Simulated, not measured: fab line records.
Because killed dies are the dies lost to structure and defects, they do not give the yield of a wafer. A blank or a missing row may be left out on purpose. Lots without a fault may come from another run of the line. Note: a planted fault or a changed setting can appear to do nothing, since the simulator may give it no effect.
fab line records	flow n5Finfet	part 1 of 2: steps 1 to 19 of 31
record lots=5	wafers=15	lastDay=19
route steps=1938 shown BEOL_M11@1563
lots with no fault: from the same line, run without faults
startH: hours from the record's first day to the start of the lot's first wafer shown	waitH: time in hours since the lot's previous step	" same as the row above	L1.1+2: a single row standing in for several wafers	- either no value or no given start	* or withheld: withheld	< > ~ a bound
route shown NAME@n: names a module that has steps shown in the file, with the first one's number in the route	usual: the fault-free wafers' mean and standard deviation	same: alike in all rows	chamber/n: place in a boat	sites: each site's reading	_std_site: the values' standard deviation	_edge_site: inner sites' mean taken away from outer sites' mean	radiusMm: how far each site lies from the wafer's centre	mask NAME#n: copy n	behind: tool/chamber where the wafer was last shaped	hold: the reason the lot was held/the length of the hold in hours/how it ended	device: transistor that didn't switch, given as n, p or np	end of line: the tests these same wafers got at the end of their route	a step given without rows: its recipe and nothing more	killed: the dies lost at the first sort to structure and to defects; this is not the yield of the wafer	map: shows each die of a wafer: x if killed, . if not, _ if none is there
set.NAME: the run value of the setting; set.NAME@STEP: its run value at that earlier step	model.NAME: the simulator's own value behind a step, which no gauge read
lots seen at some steps along the route; tables by step, rows by wafer
services: a tool's chamber out of use, with start hour (startH, from the record's first day; less than 0 if before it), hours out, and reason
## steps
# step N5_BEOL_M11_EBR_24
# recipe solvent=PGMEA	ebrWidthMm=1.5
lot.wafer	tool	chamber	startH	waitH
L083.1+4+5	lithoTrack-04	0	-	-
L076.1+2+5	lithoTrack-05	0	-	-
L091.1+3+4	lithoTrack-03	0	-	-
L088.1+4+5	lithoTrack-03	0	-	-
L097.2+3+4	lithoTrack-03	0	-	-
# step N5_BEOL_M11_SOFTBAKE_23
# recipe tempC=110	timeS=60	resist=CAR-ArF
# usual heaterPowerTotalW=175.4/1.6
lot.wafer	tool	chamber	startH	waitH	heaterPowerTotalW
L083.1	lithoTrack-04	0	-	-	174.4
L083.4	"	0	"	"	174.0
L083.5	"	0	"	"	174.9
L076.1	lithoTrack-05	0	-	-	176.6
L076.2	"	0	"	"	176.2
L076.5	"	0	"	"	173.0
L091.1	lithoTrack-03	0	-	-	177.4
L091.3	"	0	"	"	173.0
L091.4	"	0	"	"	174.0
L088.1	lithoTrack-03	0	-	-	176.8
L088.4	"	0	"	"	176.3
L088.5	"	0	"	"	173.0
L097.2	lithoTrack-03	0	-	-	174.2
L097.3	"	0	"	"	177.5
L097.4	"	0	"	"	173.0
# step N5_BEOL_M11_EXPOSE_25
# recipe maskId=V10	na=1.35	sourceShape=annular	sigmaInner=0.5	sigmaOuter=0.8	polarization=unpolarized	doseMj=85.5
# usual exposureDoseMJCm2=85.42/0.11	focusOffsetNm=0.0/0.49
lot.wafer	tool	chamber	startH	waitH	mask	exposureDoseMJCm2	focusOffsetNm
L083.1	arfiScanner-02	0	352.93	-	V10#0	85.53	-0.1
L083.4	"	0	"	"	V10#0	85.35	0.9
L083.5	"	0	"	"	V10#0	85.50	1.5
L076.1	arfiScanner-01	0	373.88	-	V10#0	85.34	-0.5
L076.2	"	0	"	"	V10#0	85.58	-0.1
L076.5	"	0	"	"	V10#0	85.40	0.4
L091.1	arfiScanner-03	0	399.42	-	V10#0	85.31	-0.5
L091.3	"	0	"	"	V10#0	85.29	0.6
L091.4	"	0	"	"	V10#0	85.34	0.2
L088.1	arfiScanner-01	0	401.44	-	V10#0	85.20	0.0
L088.4	"	0	"	"	V10#0	85.45	-0.3
L088.5	"	0	"	"	V10#0	85.44	0.1
L097.2	arfiScanner-01	0	413.25	-	V10#0	85.36	0.4
L097.3	"	0	"	"	V10#0	85.16	0.7
L097.4	"	0	"	"	V10#0	85.35	0.7
# step N5_BEOL_M11_PEB_26
# recipe pebTempC=withheld	pebTimeS=60	resist=CAR-ArF
lot.wafer	tool	chamber	startH	waitH
L083.1+4+5	lithoTrack-04	0	352.99	0.1
L076.1+2+5	lithoTrack-03	0	373.94	0.1
L091.1+3+4	lithoTrack-04	0	399.48	0.1
L088.1+4+5	lithoTrack-03	0	401.51	0.1
L097.2+3+4	lithoTrack-03	0	413.31	0.1
# step N5_BEOL_M11_DEVELOP_27
# recipe developTimeS=30	developer=TMAH	resist=CAR-ArF	rinseLiquid=diw	dry=airSpin	devTempC=23
lot.wafer	tool	chamber	startH	waitH
L083.1+4+5	lithoTrack-04	0	-	-
L076.1+2+5	lithoTrack-03	0	-	-
L091.1+3+4	lithoTrack-04	0	-	-
L088.1+4+5	lithoTrack-03	0	-	-
L097.2+3+4	lithoTrack-03	0	-	-
# step N5_BEOL_M11_CD_MEAS_28
# recipe targetCdNm=70	landingEnergyEv=500	detector=seInlens	polarity=opening
# usual cdNm=70.2/0.95
lot.wafer	tool	chamber	startH	waitH	cdNm
L083.1	cdSem-01	0	353.06	-	70.1
L083.4	"	0	"	"	70.2
L083.5	"	0	"	"	70.0
L076.1	cdSem-02	0	374.01	-	69.8
L076.2	"	0	"	"	70.5
L076.5	"	0	"	"	69.8
L091.1	cdSem-01	0	399.55	-	71.5
L091.3	"	0	"	"	69.5
L091.4	"	0	"	"	71.2
L088.1	cdSem-01	0	401.58	-	69.6
L088.4	"	0	"	"	69.6
L088.5	"	0	"	"	69.9
L097.2	cdSem-01	0	413.37	-	70.5
L097.3	"	0	"	"	69.8
L097.4	"	0	"	"	69.9
# step N5_BEOL_M11_OVL_MEAS_29
# recipe pointsPerWafer=44
# usual V10_OVL=0.6/0.72
# same pointsPerWafer=44
lot.wafer	tool	chamber	startH	waitH	V10_OVL[nm]
L083.1	overlay-02	0	353.09	0.0	1.1
L083.4	"	0	"	"	1.0
L083.5	"	0	"	"	1.2
L076.1	overlay-01	0	374.05	0.0	-0.6
L076.2	"	0	"	"	1.5
L076.5	"	0	"	"	0.1
L091.1	overlay-01	0	399.58	0.0	1.3
L091.3	"	0	"	"	1.3
L091.4	"	0	"	"	1.3
L088.1	overlay-01	0	401.61	0.0	0.1
L088.4	"	0	"	"	0.0
L088.5	"	0	"	"	0.8
L097.2	overlay-02	0	413.40	0.0	-0.2
L097.3	"	0	"	"	1.2
L097.4	"	0	"	"	0.4
# step N5_BEOL_M11_INSPECT_30
# recipe mode=adi	inspectInstrument=brightfield
# usual rawDefectCount=446/120
lot.wafer	tool	chamber	startH	waitH	rawDefectCount
L083.1	defectInspect-02	-	353.11	0.0	292
L083.4	"	-	"	"	425
L083.5	"	-	"	"	454
L076.1	defectInspect-02	-	374.08	0.0	485
L076.2	"	-	"	"	586
L076.5	"	-	"	"	525
L091.1	defectInspect-02	-	399.60	0.0	381
L091.3	"	-	"	"	398
L091.4	"	-	"	"	472
L088.1	defectInspect-02	-	401.63	0.0	488
L088.4	"	-	"	"	475
L088.5	"	-	"	"	535
L097.2	defectInspect-02	-	413.43	0.0	355
L097.3	"	-	"	"	627
L097.4	"	-	"	"	470
# step N5_BEOL_M11_DESCUM_33
# recipe chemistry=O2	timeS=7.9	sourcePowerW=50	biasPowerW=20	pressureMtorr=20	rfFrequencyHz=2.712e+07	tempC=40	resist=CAR-ArF	o2FlowSccm=225
# usual drypumpMotorCurrentA=5.5/0.39	oesProductAu=0.83/0.11	rfVppV=243.1/1.6	showerheadPlenumPTorr=2.10/0.086	throttleValvePct=20.38/0.28
lot.wafer	tool	chamber	startH	waitH	drypumpMotorCurrentA	oesProductAu	rfHoursCounterH	rfVppV	showerheadPlenumPTorr	throttleValvePct
L083.1	rieDiel-04	2	353.15	0.0	5.2	0.69	217	242.3	2.17	20.63
L083.4	"	3	"	"	5.6	0.94	7	242.2	2.05	20.20
L083.5	"	0	"	"	5.8	0.85	-	241.7	2.05	20.35
L076.1	rieDiel-06	0	374.12	0.0	4.9	0.79	83	240.9	2.04	20.36
L076.2	"	3	"	"	5.4	0.70	230	242.0	2.00	21.01
L076.5	"	1	"	"	5.7	0.98	-	244.9	2.23	19.99
L091.1	rieDiel-06	0	399.63	0.0	4.9	0.78	91	241.8	2.04	20.34
L091.3	"	2	"	"	5.2	0.93	16	243.2	2.15	20.22
L091.4	"	1	"	"	5.7	0.94	12	245.6	2.23	20.01
L088.1	rieDiel-06	3	401.66	0.0	5.4	0.69	239	242.4	2.00	21.02
L088.4	"	1	"	"	5.6	0.95	13	245.2	2.23	20.00
L088.5	"	3	"	"	5.3	0.69	-	243.1	2.00	21.03
L097.2	rieDiel-02	1	413.46	0.0	6.0	0.68	230	243.2	1.97	20.14
L097.3	"	3	"	"	5.7	0.98	10	242.3	2.05	20.41
L097.4	"	2	"	"	5.5	0.91	25	242.6	2.04	20.06
# step N5_BEOL_M11_ETCH_65
# recipe chemistry=CF4	target=SiARC	targetDepthA=390	maskMaterial=CAR-ArF	timeS=65	ionEnergyEv=80	pressureMtorr=40	sourceW=545	biasW=36	Ar_flow_sccm=100	cf4FlowSccm=100	ends=cleared
# usual drypumpMotorCurrentA=5.5/0.4	etchRfOnTimeS=64.5/2.6	oesProductAu=0.71/0.099	rfVppV=184.1/1.3	showerheadPlenumPTorr=2.14/0.089	throttleValvePct=15.49/0.26
lot.wafer	tool	chamber	startH	waitH	drypumpMotorCurrentA	etchRfOnTimeS	oesProductAu	rfHoursCounterH	rfVppV	showerheadPlenumPTorr	throttleValvePct
L083.1	rieDiel-04	2	353.18	0.0	5.3	67.8	0.59	217	184.2	2.20	15.79
L083.4	"	3	"	"	5.6	62.6	0.82	7	184.0	2.09	15.32
L083.5	"	0	"	"	5.8	64.2	0.73	-	183.7	2.09	15.38
L076.1	rieDiel-06	0	374.15	0.0	4.9	67.8	0.67	83	183.1	2.07	15.36
L076.2	"	3	"	"	5.4	65.7	0.59	230	182.2	2.03	16.05
L076.5	"	1	"	"	5.7	60.0	0.86	-	184.7	2.29	15.20
L091.1	rieDiel-06	0	399.67	0.0	4.9	67.6	0.67	92	182.4	2.07	15.36
L091.3	"	2	"	"	5.2	61.7	0.81	16	185.0	2.19	15.31
L091.4	"	1	"	"	5.7	60.3	0.82	12	185.9	2.29	15.20
L088.1	rieDiel-06	3	401.70	0.0	5.4	65.0	0.59	239	182.5	2.03	16.05
L088.4	"	1	"	"	5.7	59.3	0.83	13	185.5	2.29	15.20
L088.5	"	3	"	"	5.4	64.9	0.59	-	183.9	2.03	16.05
L097.2	rieDiel-02	1	413.50	0.0	6.0	67.9	0.58	230	181.3	2.03	15.46
L097.3	"	3	"	"	5.7	62.7	0.83	10	184.6	2.09	15.45
L097.4	"	2	"	"	5.5	65.1	0.78	25	184.4	2.09	15.18
# step N5_BEOL_M11_ETCH_66
# recipe chemistry=N2/H2	target=SOC	targetDepthA=1200	overetchA=240	maskMaterial=SiARC	tempC=40	timeS=180	ionEnergyEv=200	pressureMtorr=30	sourceW=840	biasW=150	n2FlowSccm=200	h2FlowSccm=200
# usual drypumpMotorCurrentA=5.5/0.4	oesProductAu=0.67/0.081	rfVppV=524/3.1	showerheadPlenumPTorr=2.55/0.11	throttleValvePct=17.75/0.28
lot.wafer	tool	chamber	startH	waitH	drypumpMotorCurrentA	oesProductAu	rfHoursCounterH	rfVppV	showerheadPlenumPTorr	throttleValvePct
L083.1	rieDiel-04	2	353.23	0.0	5.2	0.57	217	524	2.64	18.17
L083.4	"	3	"	"	5.6	0.76	8	523	2.49	17.65
L083.5	"	0	"	"	5.8	0.68	-	522	2.48	17.62
L076.1	rieDiel-06	0	374.20	0.0	4.9	0.65	83	522	2.47	17.63
L076.2	"	3	"	"	5.4	0.56	230	520	2.41	18.19
L076.5	"	1	"	"	5.7	0.77	-	529	2.70	17.25
L091.1	rieDiel-06	0	399.72	0.0	4.9	0.64	92	522	2.47	17.66
L091.3	"	2	"	"	5.3	0.74	16	526	2.61	17.64
L091.4	"	1	"	"	5.7	0.73	12	529	2.70	17.28
L088.1	rieDiel-06	3	401.75	0.0	5.3	0.56	239	518	2.40	18.20
L088.4	"	1	"	"	5.6	0.74	13	528	2.70	17.27
L088.5	"	3	"	"	5.4	0.56	-	520	2.40	18.20
L097.2	rieDiel-02	1	413.55	0.0	6.1	0.55	230	520	2.41	17.70
L097.3	"	3	"	"	5.7	0.78	10	521	2.49	17.80
L097.4	"	2	"	"	5.5	0.74	25	523	2.49	17.44
# step N5_BEOL_M11_STRIP_69
# recipe chemistry=N2/H2	tempC=40	n2FlowSccm=200	h2FlowSccm=200	rfFrequencyHz=6e+07
lot.wafer	tool	chamber	startH	waitH
L083.1+4+5	rieDiel-04	2,3,0	353.35	0.1
L076.1+2+5	rieDiel-06	0,3,1	374.32	0.1
L091.1+3+4	rieDiel-06	0,2,1	399.83	0.1
L088.1+4+5	rieDiel-06	3,1,3	401.86	0.1
L097.2+3+4	rieDiel-02	1,3,2	413.66	0.1
# step N5_BEOL_M11_VIA_ETCH_34
# recipe chemistry=C4F6/O2	target=SiCOH_lowk	targetDepthA=1845	maskMaterial=SOC	taperDeg=4	timeS=69.2	ionEnergyEv=250	pressureMtorr=30	sourceW=345	biasW=185	Ar_flow_sccm=300	C4F6_flow_sccm=10	O2_flow_sccm=10
# usual drypumpMotorCurrentA=5.5/0.39	oesProductAu=0.83/0.11	rfVppV=668/13	showerheadPlenumPTorr=2.85/0.12	throttleValvePct=20.84/0.24
lot.wafer	tool	chamber	startH	waitH	drypumpMotorCurrentA	oesProductAu	rfHoursCounterH	rfVppV	showerheadPlenumPTorr	throttleValvePct
L083.1	rieDiel-04	2	353.36	0.0	5.2	0.69	217	679	2.95	21.15
L083.4	"	3	"	"	5.7	0.96	8	651	2.77	20.60
L083.5	"	0	"	"	5.8	0.85	-	645	2.78	20.73
L076.1	rieDiel-06	0	374.33	0.0	4.9	0.80	83	679	2.76	20.70
L076.2	"	3	"	"	5.3	0.70	230	671	2.70	21.34
L076.5	"	1	"	"	5.7	0.99	-	677	3.06	20.63
L091.1	rieDiel-06	0	399.84	0.0	4.9	0.79	92	677	2.76	20.74
L091.3	"	2	"	"	5.2	0.96	16	677	2.91	20.66
L091.4	"	1	"	"	5.7	0.96	12	679	3.05	20.64
L088.1	rieDiel-06	3	401.87	0.0	5.4	0.68	239	671	2.70	21.35
L088.4	"	1	"	"	5.7	0.95	13	677	3.05	20.65
L088.5	"	3	"	"	5.3	0.68	-	671	2.70	21.36
L097.2	rieDiel-02	1	413.67	0.0	6.0	0.68	230	664	2.69	20.63
L097.3	"	3	"	"	5.7	0.98	10	643	2.77	20.75
L097.4	"	2	"	"	5.5	0.94	25	692	2.80	20.61
# step N5_BEOL_M11_STRIP_73
# recipe chemistry=C4F6/O2	resist=SiARC	rfFrequencyHz=6e+07
lot.wafer	tool	chamber	startH	waitH
L083.1+4+5	rieDiel-04	2,3,0	353.41	0.0
L076.1+2+5	rieDiel-06	0,3,1	374.38	0.0
L091.1+3+4	rieDiel-06	0,2,1	399.90	0.0
L088.1+4+5	rieDiel-06	3,1,3	401.92	0.0
L097.2+3+4	rieDiel-02	1,3,2	413.72	0.0
# step N5_BEOL_M11_STRIP_36
# recipe chemistry=N2/H2	powerW=450	tempC=40	pressureMtorr=20	rfFrequencyHz=6e+07	overashFraction=0.3	biasPowerW=7	h2Frac=0.5	n2FlowSccm=200	h2FlowSccm=200
# usual drypumpMotorCurrentA=5.5/0.39	oesProductAu=0.83/0.11	rfVppV=59.2/2	showerheadPlenumPTorr=2.54/0.11	throttleValvePct=23.60/0.29
lot.wafer	tool	chamber	startH	waitH	drypumpMotorCurrentA	oesProductAu	rfHoursCounterH	rfVppV	showerheadPlenumPTorr	throttleValvePct
L083.1	rieDiel-04	2	353.42	0.0	5.3	0.68	217	57.4	2.63	24.04
L083.4	"	3	"	"	5.6	0.92	8	60.8	2.49	23.56
L083.5	"	0	"	"	5.8	0.86	-	57.4	2.48	23.51
L076.1	rieDiel-06	0	374.39	0.0	4.9	0.78	83	59.5	2.46	23.49
L076.2	"	3	"	"	5.3	0.70	230	59.7	2.40	23.98
L076.5	"	1	"	"	5.7	1.01	-	57.5	2.70	23.01
L091.1	rieDiel-06	0	399.91	0.0	4.9	0.78	92	54.4	2.46	23.47
L091.3	"	2	"	"	5.2	0.95	16	57.0	2.61	23.55
L091.4	"	1	"	"	5.6	0.95	12	61.2	2.69	22.99
L088.1	rieDiel-06	3	401.93	0.0	5.4	0.70	239	60.5	2.40	23.99
L088.4	"	1	"	"	5.6	0.96	13	59.7	2.69	23.00
L088.5	"	3	"	"	5.4	0.70	-	58.2	2.40	23.96
L097.2	rieDiel-02	1	413.73	0.0	6.0	0.67	230	59.4	2.41	23.51
L097.3	"	3	"	"	5.8	0.97	10	61.7	2.49	23.83
L097.4	"	2	"	"	5.6	0.92	25	58.7	2.49	23.28
# step N5_BEOL_M11_TRENCH_ETCH_37
# recipe chemistry=C4F6/O2	targetDepthA=1488.3	target=SiCOH_lowk	timeS=48	ionEnergyEv=250	pressureMtorr=30	sourceW=345	biasW=185	Ar_flow_sccm=300	C4F6_flow_sccm=10	O2_flow_sccm=10
# usual drypumpMotorCurrentA=5.5/0.39	oesProductAu=0.83/0.11	rfVppV=668/13	showerheadPlenumPTorr=2.85/0.12	throttleValvePct=20.87/0.24
lot.wafer	tool	chamber	startH	waitH	drypumpMotorCurrentA	oesProductAu	rfHoursCounterH	rfVppV	showerheadPlenumPTorr	throttleValvePct
L083.1	rieDiel-04	2	-	-	5.3	0.68	217	677	2.95	21.16
L083.4	"	3	"	"	5.6	0.95	8	650	2.77	20.62
L083.5	"	0	"	"	5.8	0.85	-	644	2.78	20.77
L076.1	rieDiel-06	0	-	-	4.9	0.79	83	678	2.76	20.74
L076.2	"	3	"	"	5.4	0.70	230	670	2.70	21.35
L076.5	"	1	"	"	5.7	0.99	-	680	3.06	20.67
L091.1	rieDiel-06	0	-	-	4.9	0.78	92	678	2.76	20.76
L091.3	"	2	"	"	5.2	0.94	16	677	2.91	20.68
L091.4	"	1	"	"	5.7	0.95	12	679	3.05	20.67
L088.1	rieDiel-06	3	-	-	5.4	0.69	239	673	2.70	21.39
L088.4	"	1	"	"	5.7	0.96	13	677	3.05	20.68
L088.5	"	3	"	"	5.4	0.69	-	671	2.70	21.38
L097.2	rieDiel-02	1	-	-	6.0	0.67	230	664	2.69	20.64
L097.3	"	3	"	"	5.7	0.97	10	642	2.77	20.79
L097.4	"	2	"	"	5.5	0.92	25	692	2.80	20.60
# step N5_BEOL_M11_ETCH_41
# recipe chemistry=CH3F/O2	target=SiCN	targetDepthA=426	taperDeg=2	timeS=86	ionEnergyEv=120	maskMaterial=TiN	pressureMtorr=30	sourceW=395	biasW=75	Ar_flow_sccm=150	CH3F_flow_sccm=30	O2_flow_sccm=20
# usual drypumpMotorCurrentA=5.5/0.39	oesProductAu=0.83/0.11	rfVppV=297.4/1.9	showerheadPlenumPTorr=2.01/0.089	throttleValvePct=16.24/0.27
lot.wafer	tool	chamber	startH	waitH	drypumpMotorCurrentA	oesProductAu	rfHoursCounterH	rfVppV	showerheadPlenumPTorr	throttleValvePct
L083.1	rieDiel-04	2	-	-	5.2	0.69	217	297.8	2.08	16.58
L083.4	"	3	"	"	5.6	0.95	8	296.6	1.94	16.01
L083.5	"	0	"	"	5.8	0.85	-	297.2	1.95	16.14
L076.1	rieDiel-06	0	-	-	4.9	0.79	83	296.5	1.94	16.16
L076.2	"	3	"	"	5.4	0.69	230	295.0	1.90	16.79
L076.5	"	1	"	"	5.7	0.98	-	300.7	2.15	15.93
L091.1	rieDiel-06	0	-	-	4.9	0.77	92	295.6	1.94	16.18
L091.3	"	2	"	"	5.2	0.95	16	298.4	2.05	16.04
L091.4	"	1	"	"	5.7	0.96	12	301.3	2.15	15.96
L088.1	rieDiel-06	3	-	-	5.3	0.69	240	295.5	1.89	16.79
L088.4	"	1	"	"	5.6	0.96	13	299.4	2.15	15.97
L088.5	"	3	"	"	5.4	0.69	-	294.8	1.89	16.81
L097.2	rieDiel-02	1	-	-	6.0	0.67	230	296.2	1.89	16.16
L097.3	"	3	"	"	5.7	0.98	10	297.5	1.95	16.15
L097.4	"	2	"	"	5.5	0.93	25	296.7	1.96	15.95
# step N5_BEOL_M11_STRIP_77
# recipe chemistry=N2/H2	timeS=10	powerW=450	tempC=40	pressureMtorr=20	rfFrequencyHz=6e+07	biasPowerW=7	n2FlowSccm=200	h2FlowSccm=200
# usual drypumpMotorCurrentA=5.5/0.39	oesProductAu=0.83/0.11	rfVppV=59.1/0.96	showerheadPlenumPTorr=2.54/0.11	throttleValvePct=23.60/0.29
lot.wafer	tool	chamber	startH	waitH	drypumpMotorCurrentA	oesProductAu	rfHoursCounterH	rfVppV	showerheadPlenumPTorr	throttleValvePct
L083.1	rieDiel-04	2	-	-	5.3	0.69	217	60.0	2.64	24.02
L083.4	"	3	"	"	5.7	0.95	8	59.0	2.49	23.53
L083.5	"	0	"	"	5.8	0.85	-	57.9	2.48	23.51
L076.1	rieDiel-06	0	-	-	5.0	0.79	83	58.0	2.47	23.48
L076.2	"	3	"	"	5.3	0.70	230	58.8	2.40	23.96
L076.5	"	1	"	"	5.6	0.98	-	58.3	2.70	23.01
L091.1	rieDiel-06	0	-	-	4.9	0.78	92	60.2	2.46	23.47
L091.3	"	2	"	"	5.2	0.94	16	60.3	2.61	23.51
L091.4	"	1	"	"	5.7	0.94	12	60.0	2.69	23.01
L088.1	rieDiel-06	3	-	-	5.4	0.68	240	58.3	2.40	23.97
L088.4	"	1	"	"	5.6	0.94	13	60.3	2.69	22.99
L088.5	"	3	"	"	5.3	0.69	-	59.0	2.40	23.97
L097.2	rieDiel-02	1	-	-	6.0	0.68	230	57.0	2.41	23.50
L097.3	"	3	"	"	5.7	0.98	10	58.5	2.49	23.77
L097.4	"	2	"	"	5.5	0.92	26	58.7	2.49	23.29
# step N5_BEOL_M11_OCD_MEAS_38
# usual trenchDepthNm=149/4.6
lot.wafer	tool	chamber	startH	waitH	trenchDepthNm
L083.1	ocd-01	-	353.64	-	141
L083.4	"	-	"	"	150
L083.5	"	-	"	"	149
L076.1	ocd-01	-	374.61	-	146
L076.2	"	-	"	"	148
L076.5	"	-	"	"	159
L091.1	ocd-01	-	400.13	-	143
L091.3	"	-	"	"	154
L091.4	"	-	"	"	158
L088.1	ocd-01	-	402.16	-	148
L088.4	"	-	"	"	159
L088.5	"	-	"	"	149
L097.2	ocd-01	-	413.96	-	141
L097.3	"	-	"	"	151
L097.4	"	-	"	"	149
